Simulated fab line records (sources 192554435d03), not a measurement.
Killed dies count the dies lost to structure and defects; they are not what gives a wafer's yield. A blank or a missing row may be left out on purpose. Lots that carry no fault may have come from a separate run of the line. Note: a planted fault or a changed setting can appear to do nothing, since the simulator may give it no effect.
Matching of chambers + flow n5_finfet + 4 sister chambers for N5_DUMMY_GATE_ETCH_44 on rie_si-06
The step etches poly-Si in HBr/O2, stops on SiO2, target depth 127.5 nm. 14 wafers are shown with their chamber, then 7 later ones without.

## WAFERS WITH THEIR CHAMBER
| wafer  | chamber | throttle_valve_pct (%) | drypump_motor_current_A (A) | oes_product_au (a.u.) |
|--------|---------|------------------------|-----------------------------|-----------------------|
| L222.3 | 0       | 18.35                  | 5.87                        | 0.745                 |
| L222.4 | 1       | 18.66                  | 6.12                        | 0.745                 |
| L222.5 | 1       | 18.65                  | 6.12                        | 0.726                 |
| L228.2 | 1       | 18.67                  | 6.14                        | 0.729                 |
| L228.4 | 2       | 18.87                  | 5.71                        | 0.734                 |
| L228.6 | 1       | 18.68                  | 6.12                        | 0.716                 |
| L229.2 | 3       | 18.09                  | 5.47                        | 0.741                 |
| L229.3 | 2       | 18.86                  | 5.77                        | 0.739                 |
| L229.4 | 1       | 18.67                  | 6.12                        | 0.732                 |
| L241.3 | 2       | 18.86                  | 5.72                        | 0.717                 |
| L241.5 | 2       | 18.87                  | 5.76                        | 0.735                 |
| L241.6 | 1       | 18.65                  | 6.17                        | 0.722                 |
| L242.2 | 3       | 18.07                  | 5.48                        | 0.742                 |
| L242.4 | 2       | 18.88                  | 5.77                        | 0.723                 |

SIGNATURES, as means of the wafers listed above
| reading                 | chamber 0 | chamber 1 | chamber 2 | chamber 3 | scatter within a chamber |
|-------------------------|-----------|-----------|-----------|-----------|--------------------------|
| throttle_valve_pct      | 18.3500   | 18.6633   | 18.8680   | 18.0800   | 0.011                    |
| drypump_motor_current_A | 5.8700    | 6.1317    | 5.7460    | 5.4750    | 0.0234                   |
| oes_product_au          | 0.74500   | 0.72833   | 0.72960   | 0.74150   | 0.00911                  |
Rule: a wafer's distance from a chamber is the root of the sum, over the readings, of the square of ((its reading less the chamber's mean) divided by the reading's scatter). If the next closest chamber is less than 2 further off than the closest, the wafer can't be placed; otherwise it belongs to the closest. How the scatter is found: for the shown wafers, subtract from each reading the mean of its chamber, square and add these, divide the total by (wafers less chambers), then take the root.

## WAFERS WITH NO CHAMBER GIVEN
| wafer  | throttle_valve_pct (%) | drypump_motor_current_A (A) | oes_product_au (a.u.) |
|--------|------------------------|-----------------------------|-----------------------|
| L242.6 | 18.86                  | 5.76                        | 0.744                 |
| L243.1 | 18.87                  | 5.76                        | 0.732                 |
| L243.2 | 18.08                  | 5.44                        | 0.747                 |
| L243.4 | 18.36                  | 5.87                        | 0.752                 |
| L244.1 | 18.87                  | 5.80                        | 0.730                 |
| L244.5 | 18.87                  | 5.80                        | 0.726                 |
| L244.6 | 18.35                  | 5.87                        | 0.736                 |

## WHICH CHAMBER EACH WENT THROUGH
| wafer  | from the rows above | in truth |
|--------|---------------------|----------|
| L242.6 | 2                   | 2        |
| L243.1 | 2                   | 2        |
| L243.2 | 3                   | 3        |
| L243.4 | 0                   | 0        |
| L244.1 | 2                   | 2        |
| L244.5 | 2                   | 2        |
| L244.6 | 0                   | 0        |
Placed correctly: 7 of 7. Left unplaced by these rows: 0. Number placed wrongly: 0.
